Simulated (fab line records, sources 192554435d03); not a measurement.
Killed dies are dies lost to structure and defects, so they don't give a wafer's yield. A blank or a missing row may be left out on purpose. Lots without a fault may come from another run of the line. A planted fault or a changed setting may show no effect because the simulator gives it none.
fab line records | flow n5_finfet
record lots=7 wafers=21 last_day=19
route steps=1938 shown BEOL_M4@1071 PASSIVATION@1936
lots that met no fault: from a run of the same line without faults
start_h: hours from the record's first day to the start of the lot's first wafer shown | wait_h: hours since the lot's step before | " the same as in the row above | L1.1+2: a row that stands for several wafers | - no value, or no start given | * or withheld: withheld | < > ~ a bound
route shown NAME@n: a module of which the file shows steps, and the number in the route of the first | usual: mean/standard deviation of fault-free wafers | same: alike in all rows | chamber/n: place in a boat | sites: the reading at each site | _std_site: their standard deviation | _edge_site: outer sites' mean less inner sites' | radius_mm: how far each site lies from the wafer's centre | mask NAME#n: copy n | behind: the tool/chamber that last shaped the wafer | hold: why the lot was held/for how many hours/how that ended | device: the transistor (n, p or np) that didn't switch | end of line: the same wafers' tests at the end of the route | a step without rows: its recipe alone | killed: dies lost to structure and defects at the first sort, not the wafer's yield | map: a wafer's dies, x killed, . not, _ none there
set.NAME: the setting as run; set.NAME@STEP: as run at that earlier step | model.NAME: the simulator's own value behind a step, which no gauge read
lots at some steps of the route; a table a step, a row a wafer
services: from which hour (start_h, from the record's first day; less than 0 if before it) a tool's chamber was out of use, for how many hours, and why
## steps
# step N5_BEOL_M4_ETCH_41
# recipe chemistry=CH3F/O2 target=SiCN target_depth_a=299 taper_deg=2 time_s=52.5 ion_energy_ev=120 mask_material=TiN pressure_mtorr=30 source_w=395 bias_w=75 Ar_flow_sccm=150 CH3F_flow_sccm=30 O2_flow_sccm=20
# step N5_BEOL_M4_STRIP_97
# recipe chemistry=N2/H2 time_s=10 power_w=450 temp_c=40 pressure_mtorr=20 rf_frequency_hz=6e+07 bias_power_w=7 n2_flow_sccm=200 h2_flow_sccm=200
# usual bias_power_w=7.002/0.02 drypump_motor_current_A=5.72/0.26 oes_product_au=0.84/0.081 rf_vpp_V=59.4/0.86 showerhead_plenum_p_Torr=2.59/0.094 throttle_valve_pct=23.6/0.32
# columns lot.wafer tool chamber start_h wait_h bias_power_w drypump_motor_current_A oes_product_au rf_hours_counter_h rf_vpp_V showerhead_plenum_p_Torr throttle_valve_pct
L324.1 rie_diel-06 0 - - 6.985 5.58 0.86 52 59.6 2.70 23.7
L324.4 " 1 " " 7.001 5.59 0.83 - 59.4 2.47 23.8
L324.5 " 2 " " 7.021 5.78 0.88 - 59.7 2.69 23.1
L331.1 rie_diel-04 0 - - 6.986 5.43 0.65 247 59.3 2.49 23.8
L331.4 " 1 " " 7.031 6.03 0.92 24 60.3 2.59 23.4
L331.6 " 1 " " 7.004 6.05 0.93 - 57.8 2.59 23.4
L333.1 rie_diel-04 2 - - 7.015 5.44 0.68 238 60.1 2.41 24.3
L333.4 " 2 " " 6.986 5.45 0.67 - 60.6 2.41 24.3
L333.6 " 3 " " 7.011 6.03 0.86 - 59.9 2.70 23.7
L335.1 rie_diel-06 3 - - 7.006 5.28 0.94 14 59.4 2.59 23.2
L335.4 " 1 " " 7.046 5.61 0.80 98 57.9 2.46 23.8
L335.5 " 3 " " 6.978 5.28 0.94 - 58.0 2.59 23.2
L336.1 rie_diel-04 3 - - 7.017 6.02 0.85 70 58.4 2.69 23.7
L336.5 " 0 " " 7.024 5.45 0.98 - 56.6 2.49 23.5
L336.6 " 1 " " 6.969 6.05 0.90 - 59.3 2.58 23.5
L344.4 rie_diel-04 2 - - 6.992 5.46 0.99 - 60.4 2.72 23.8
L344.5 " 3 " " 7.028 6.03 0.83 - 58.8 2.69 23.7
L344.6 " 0 " " 7.007 5.45 0.91 - 58.5 2.49 23.5
L347.2 rie_diel-04 0 - - 7.031 5.44 0.90 25 57.8 2.48 23.5
L347.3 " 2 " " 6.993 5.45 0.96 9 59.2 2.72 23.8
L347.4 " 1 " " 7.003 6.03 0.87 51 59.6 2.58 23.4
# step N5_BEOL_M4_OCD_MEAS_38
# usual trench_depth_nm=55.8/1.1
# columns lot.wafer tool chamber start_h wait_h trench_depth_nm
L324.1 ocd-01 - 176.33 - 56.2
L324.4 " - " " 57.3
L324.5 " - " " 56.3
L331.1 ocd-02 - 228.90 - 53.3
L331.4 " - " " 56.6
L331.6 " - " " 57.4
L333.1 ocd-01 - 241.39 - 55.4
L333.4 " - " " 54.6
L333.6 " - " " 57.8
L335.1 ocd-01 - 244.29 - 55.5
L335.4 " - " " 55.5
L335.5 " - " " 56.2
L336.1 ocd-01 - 256.49 - 56.9
L336.5 " - " " 56.1
L336.6 " - " " 57.3
L344.4 ocd-01 - 326.63 - 55.3
L344.5 " - " " 56.1
L344.6 " - " " 56.0
L347.2 ocd-01 - 336.47 - 57.4
L347.3 " - " " 55.8
L347.4 " - " " 56.7
# step N5_BEOL_M4_HM_STRIP_39
# recipe chemistry=peroxide_tin_strip material=TiN target_depth_a=250 temp_c=50 time_s=158
# step N5_BEOL_M4_SRD_40
# recipe time_s=30 temp_c=23 rinse_liquid=diw dry=ipa_marangoni
# step N5_BEOL_M4_PRECLEAN_42
# recipe chemistry=residue_remover time_s=60 temp_c=40
# step N5_BEOL_M4_SRD_43
# recipe time_s=30 temp_c=23 rinse_liquid=diw dry=ipa_marangoni
# step N5_BEOL_M4_CD_MEAS_35
# recipe target_cd_nm=18 target_cd_y_nm=22.4 polarity=opening
# usual cd_nm=18.1/0.32
# columns lot.wafer tool chamber start_h wait_h cd_nm
L324.1 cd_sem-03 - 176.49 0.0 18.3
L324.4 " - " " 17.7
L324.5 " - " " 17.5
L331.1 cd_sem-03 - 229.05 0.0 18.3
L331.4 " - " " 17.9
L331.6 " - " " 17.7
L333.1 cd_sem-01 - 241.54 0.0 18.2
L333.4 " - " " 17.9
L333.6 " - " " 18.1
L335.1 cd_sem-01 - 244.44 0.0 17.8
L335.4 " - " " 18.3
L335.5 " - " " 17.9
L336.1 cd_sem-03 - 256.65 0.0 17.7
L336.5 " - " " 17.8
L336.6 " - " " 18.2
L344.4 cd_sem-02 - 326.79 0.0 18.6
L344.5 " - " " 18.6
L344.6 " - " " 18.1
L347.2 cd_sem-01 - 336.62 0.0 18.5
L347.3 " - " " 18.0
L347.4 " - " " 18.0
# step N5_BEOL_M4_DEGAS_44
# recipe ambient=vacuum temp_c=250 time_s=60
# usual heater_power_w=334/48
# columns lot.wafer tool chamber start_h wait_h heater_power_w
L324.1 pvd_sputter-02 - 176.87 0.4 342
L324.4 " - " " 329
L324.5 " - " " 370
L331.1 pvd_sputter-03 - 229.45 0.4 297
L331.4 " - " " 380
L331.6 " - " " 299
L333.1 pvd_sputter-02 - 241.61 0.1 362
L333.4 " - " " 327
L333.6 " - " " 364
L335.1 pvd_sputter-03 - 245.02 0.6 305
L335.4 " - " " 291
L335.5 " - " " 380
L336.1 pvd_sputter-01 - 257.23 0.6 361
L336.5 " - " " 348
L336.6 " - " " 364
L344.4 pvd_sputter-02 - 327.20 0.4 337
L344.5 " - " " 319
L344.6 " - " " 369
L347.2 pvd_sputter-02 - 337.15 0.5 402
L347.3 " - " " 325
L347.4 " - " " 363
# step N5_BEOL_M4_PRE_CLEAN_45
# recipe gas=H2/He time_s=30 temp_c=250
# step N5_BEOL_M4_ALD_84
# recipe material=TaN target_thk_a=* temp_c=275 ald_precursor_family=PDMAT ald_co_reactant=NH3 pressure_torr=3 carrier_flow_sccm=1500 pulse_time_s=2 purge_time_s=3 co_reactant_purge_time_s=2 co_reactant_pulse_time_s=3 ald_cycles=30 precursor_vessel_temp_c=75 precursor_vessel_pressure_torr=26.25 precursor_vessel_carrier_sccm=1000
# usual heater_power_w=402/25
# columns lot.wafer tool chamber start_h wait_h heater_power_w
L324.1 ald_metal-04 0 177.01 0.1 403
L324.4 " 1 " " 380
L324.5 " 0 " " 398
L331.1 ald_metal-02 2 229.55 0.0 375
L331.4 " 1 " " 415
L331.6 " 0 " " 393
L333.1 ald_metal-04 1 241.83 0.2 380
L333.4 " 2 " " 403
L333.6 " 2 " " 413
L335.1 ald_metal-03 3 245.12 0.0 426
L335.4 " 0 " " 406
L335.5 " 2 " " 377
L336.1 ald_metal-04 0 257.56 0.3 402
L336.5 " 0 " " 393
L336.6 " 1 " " 366
L344.4 ald_metal-04 3 327.30 0.0 451
L344.5 " 3 " " 454
L344.6 " 0 " " 390
L347.2 ald_metal-02 2 337.25 0.0 369
L347.3 " 0 " " 412
L347.4 " 2 " " 372
# step N5_BEOL_M4_SURFACE_TREAT_85
# recipe gas=Ar time_s=* ion_energy_ev=* ion_current_ma_cm2=0.5 pressure_mtorr=* ar_flow_sccm=30
# usual throttle_valve_pct=*
# columns lot.wafer tool chamber start_h wait_h throttle_valve_pct
L324.1 pvd_sputter-01 - 177.31 0.2 *
L324.4 " - " " *
L324.5 " - " " *
L331.1 pvd_sputter-03 - 229.89 0.2 *
L331.4 " - " " *
L331.6 " - " " *
L333.1 pvd_sputter-02 - 242.17 0.2 *
L333.4 " - " " *
L333.6 " - " " *
L335.1 pvd_sputter-02 - 245.36 0.1 *
L335.4 " - " " *
L335.5 " - " " *
L336.1 pvd_sputter-02 - 259.95 2.3 *
L336.5 " - " " *
L336.6 " - " " *
L344.4 pvd_sputter-03 - 327.58 0.2 *
L344.5 " - " " *
L344.6 " - " " *
L347.2 pvd_sputter-02 - 337.55 0.2 *
L347.3 " - " " *
L347.4 " - " " *
# step N5_BEOL_M4_CVD_47
# recipe material=Co target_thk_a=30 temp_c=withheld precursor=CCTBA/H2 pressure_torr=30 time_s=223.8
# usual run_length_s=246.8/0.48
# columns lot.wafer tool chamber start_h wait_h run_length_s
L324.1 cvd_co-01 2 177.65 0.3 246.8
L324.4 " 1 " " 247.2
L324.5 " 0 " " 245.7
L331.1 cvd_co-02 1 230.18 0.3 246.5
L331.4 " 1 " " 247.0
L331.6 " 0 " " 246.7
L333.1 cvd_co-02 1 242.40 0.2 247.5
L333.4 " 1 " " 246.4
L333.6 " 2 " " 132.0
L335.1 cvd_co-02 2 245.42 0.0 132.1
L335.4 " 1 " " 246.4
L335.5 " 0 " " 246.7
L336.1 cvd_co-02 1 260.03 0.1 247.6
L336.5 " 1 " " 246.8
L336.6 " 2 " " 132.7
L344.4 cvd_co-02 1 327.78 0.2 247.1
L344.5 " 2 " " 247.4
L344.6 " 0 " " 246.8
L347.2 cvd_co-02 2 337.63 0.1 247.3
L347.3 " 0 " " 247.5
L347.4 " 1 " " 246.6
# step N5_BEOL_M4_SPUTTER_48
# recipe material=Cu target_thk_a=45 temp_c=-20 chamber_pressure_pa=0.07 power_w=withheld time_s=8.29
# usual chuck_gas_flow_sccm=1.25/0.05 throttle_valve_pct=30.8/1
# columns lot.wafer tool chamber start_h wait_h chuck_gas_flow_sccm throttle_valve_pct
L324.1 pvd_sputter-01 - 179.20 1.5 1.22 32.3
L324.4 " - " " 1.31 30.7
L324.5 " - " " 1.28 30.8
L331.1 pvd_sputter-01 - 231.68 1.4 1.21 29.7
L331.4 " - " " 1.19 32.3
L331.6 " - " " 1.26 31.0
L333.1 pvd_sputter-03 - 242.56 0.1 1.18 30.8
L333.4 " - " " 1.24 28.9
L333.6 " - " " 1.30 28.7
L335.1 pvd_sputter-02 - 245.66 0.2 1.29 30.0
L335.4 " - " " 1.21 30.6
L335.5 " - " " 1.22 31.6
L336.1 pvd_sputter-02 - 260.21 0.1 1.31 30.2
L336.5 " - " " 1.20 31.7
L336.6 " - " " 1.25 30.0
L344.4 pvd_sputter-01 - 327.96 0.1 1.35 32.1
L344.5 " - " " 1.17 30.6
L344.6 " - " " 1.32 29.7
L347.2 pvd_sputter-02 - 337.95 0.3 1.22 30.0
L347.3 " - " " 1.27 31.2
L347.4 " - " " 1.34 32.2
# step N5_BEOL_M4_RC_MEAS_101
# usual DIBL_N=35.1/1.6 DIBL_P=34.9/1.8 IOFF_N=0.143/0.026 IOFF_P=0.21/0.037 ION_N=671/11 ION_P=463/7.8 SS_N=71.2/0.58 SS_P=73.0/0.54 VT_N=251/3 VT_P=-250/4.1
# columns lot.wafer tool chamber start_h wait_h DIBL_N[mV/V] DIBL_P[mV/V] IOFF_N[nA/um] IOFF_P[nA/um] ION_N[uA/um] ION_P[uA/um] SS_N[mV/dec] SS_P[mV/dec] VT_N[mV] VT_P[mV]
L324.1 prober-02 0 186.89 0.0 36.6 36.0 0.177 0.23 693 468 70.9 72.4 247 -246
L324.4 " 0 " " 36.0 36.2 0.172 0.24 691 478 71.3 73.6 246 -244
L324.5 " 0 " " 37.3 37.4 0.191 0.26 688 473 71.5 72.5 248 -243
L331.1 prober-01 0 236.98 0.0 34.0 32.9 0.116 0.15 658 451 71.4 72.6 255 -255
L331.4 " 0 " " 36.9 36.6 0.158 0.17 677 456 71.6 73.3 251 -257
L331.6 " 0 " " 35.9 34.9 0.134 0.17 660 452 71.6 73.3 251 -255
L333.1 prober-02 0 248.35 0.0 36.0 35.9 0.159 0.22 675 464 71.9 72.9 251 -250
L333.4 " 0 " " 36.1 35.9 0.161 0.22 676 470 71.7 73.7 249 -250
L333.6 " 0 " " 34.4 34.1 0.135 0.19 672 458 70.9 72.9 251 -255
L335.1 prober-01 0 249.97 0.0 34.6 33.2 0.116 0.15 673 452 70.6 73.0 255 -257
L335.4 " 0 " " 35.2 34.2 0.126 0.17 668 461 71.3 72.4 255 -255
L335.5 " 0 " " 33.8 32.4 0.111 0.15 663 451 70.7 72.0 255 -255
L336.1 prober-02 0 263.07 0.0 36.4 35.4 0.155 0.23 678 471 71.0 73.3 250 -249
L336.5 " 0 " " 37.1 36.3 0.156 0.26 681 470 70.9 73.3 249 -246
L336.6 " 0 " " 36.1 34.7 0.145 0.22 682 473 71.5 73.3 250 -247
L344.4 prober-01 0 331.26 0.5 36.4 36.4 0.153 0.22 671 468 71.5 72.9 252 -250
L344.5 " 0 " " 35.4 36.0 0.141 0.22 672 471 71.1 73.3 249 -247
L344.6 " 0 " " 34.2 33.7 0.117 0.19 657 454 71.1 72.9 253 -250
L347.2 prober-01 0 341.02 0.2 35.0 35.4 0.130 0.21 654 455 70.7 72.8 251 -247
L347.3 " 0 " " 36.2 37.3 0.156 0.24 685 479 71.3 73.3 247 -245
L347.4 " 0 " " 36.0 37.0 0.156 0.24 687 475 71.1 73.5 247 -243
# step N5_PASSIVATION_PROBE_49
# usual defect_limited_yield=91.1/1.4 killed_at_M0_to_M3=36/11 killed_at_M4_up=14/5.2 killed_at_contacts=12/6.1 killed_at_front_end=40/12 killed_at_other=3.2/2.5 killed_dies=105/16 killed_open=68/12 killed_short=35/8.7 sort_bin_5_function=5.2/0.89 sort_bin_6_memory=3.3/0.66 sort_n_pass=1074/16 sort_yield_pct=91.1/1.4
# same gross_dies=1180 killed_at_back_side=0 sort_bin_4_leakage[%]=0 sort_bin_8_speed[%]=0
# columns lot.wafer tool chamber start_h wait_h defect_limited_yield[%] killed_at_M0_to_M3 killed_at_M4_up killed_at_contacts killed_at_front_end killed_at_other killed_dies killed_open killed_short sort_bin_5_function[%] sort_bin_6_memory[%] sort_n_pass sort_yield_pct[%]
L331.1 prober-02 - 349.16 0.0 91.7 36 18 4 40 0 98 63 31 4.4 3.5 1082 91.7
L331.4 prober-02 - 349.31 0.2 91.3 40 13 6 44 0 103 68 25 4.9 2.8 1077 91.3
L331.6 prober-02 - 349.41 0.3 91.3 45 17 9 25 7 103 69 31 5.2 3.2 1077 91.3
# killed by level:class
L331.1 FIN_SAQP:geometric_particle:open=12 BEOL_M0_SAQP:geometric_particle:short=9 BEOL_M0_SAQP:geometric_particle:open=7 STI_FIN_REVEAL:geometric_particle:open=6 BEOL_M2:geometric_particle:open=6 BEOL_M4:geometric_particle:open=6 STARTING-WAFER:geometric_particle:short=5 FIN_SAQP:geometric_particle:short=4
L331.4 BEOL_M2:geometric_particle:open=13 FIN_SAQP:geometric_particle:short=9 STI_FIN_REVEAL:geometric_particle:open=9 BEOL_M0_SAQP:geometric_particle:open=8 BEOL_M4:geometric_particle:open=7 HKMG_FIN:area_etch=7 FIN_SAQP:geometric_particle:open=6 DUMMY_GATE:geometric_particle:open=6
L331.6 BEOL_M4:geometric_particle:open=15 BEOL_M0_SAQP:geometric_particle:short=14 BEOL_M0_SAQP:geometric_particle:open=11 BEOL_M2:geometric_particle:open=6 FIN_SAQP:geometric_particle:open=5 DUMMY_GATE:geometric_particle:open=5 BEOL_M1:geometric_particle:open=5 MOL_CONTACT_COAG:geometric_particle:open=4
## services
# columns tool chamber start_h hours kind
cvd_co-02 - 163.65 6.9 pm
pvd_sputter-03 - 168.35 2.5 repair
ald_metal-04 - 188.72 1.3 repair
ald_metal-03 1 233.92 3.8 repair
rie_diel-04 0 238.47 - clean
rie_diel-04 0 238.47 - consumable_replace:focus_ring
rie_diel-04 0 238.47 12.6 scheduled_down
rie_diel-04 0 238.47 12.6 vent_cycle
cvd_co-02 - 254.53 0.8 repair
pvd_sputter-03 - 256.81 10.5 repair
ald_metal-02 3 260.21 36.9 repair
ald_metal-03 1 267.26 1.5 repair
rie_diel-04 2 272.93 - clean
rie_diel-04 2 272.93 - consumable_replace:focus_ring
rie_diel-04 2 272.93 - consumable_replace:showerhead
rie_diel-04 2 272.93 28.6 scheduled_down
ald_metal-04 - 277.25 0.8 repair
rie_diel-04 - 292.12 28.1 pm
cvd_co-02 1 301.81 3.3 repair
cvd_co-02 - 316.03 2.8 pm
rie_diel-04 1 326.00 10.0 repair
cvd_co-01 1 327.14 3.5 repair
ald_metal-02 3 335.93 17.4 repair
ald_metal-04 - 337.25 14.0 pm
## key
first_sign step=N5_BEOL_M4_CVD_47 reading=run_length_s direction=down sigmas=99+ usual=* struck=*
effect none on later readings
met_at N5_BEOL_M4_CVD_47
struck_wafers L333.6,L335.1,L336.6
fault kind=process_parameter_drift tool=cvd_co-02 chamber=2 onset_h=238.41 steps=N5_BEOL_M4_CVD_47 channel=time_s offset=* shape=step end_h=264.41 acts_in=* stated=*
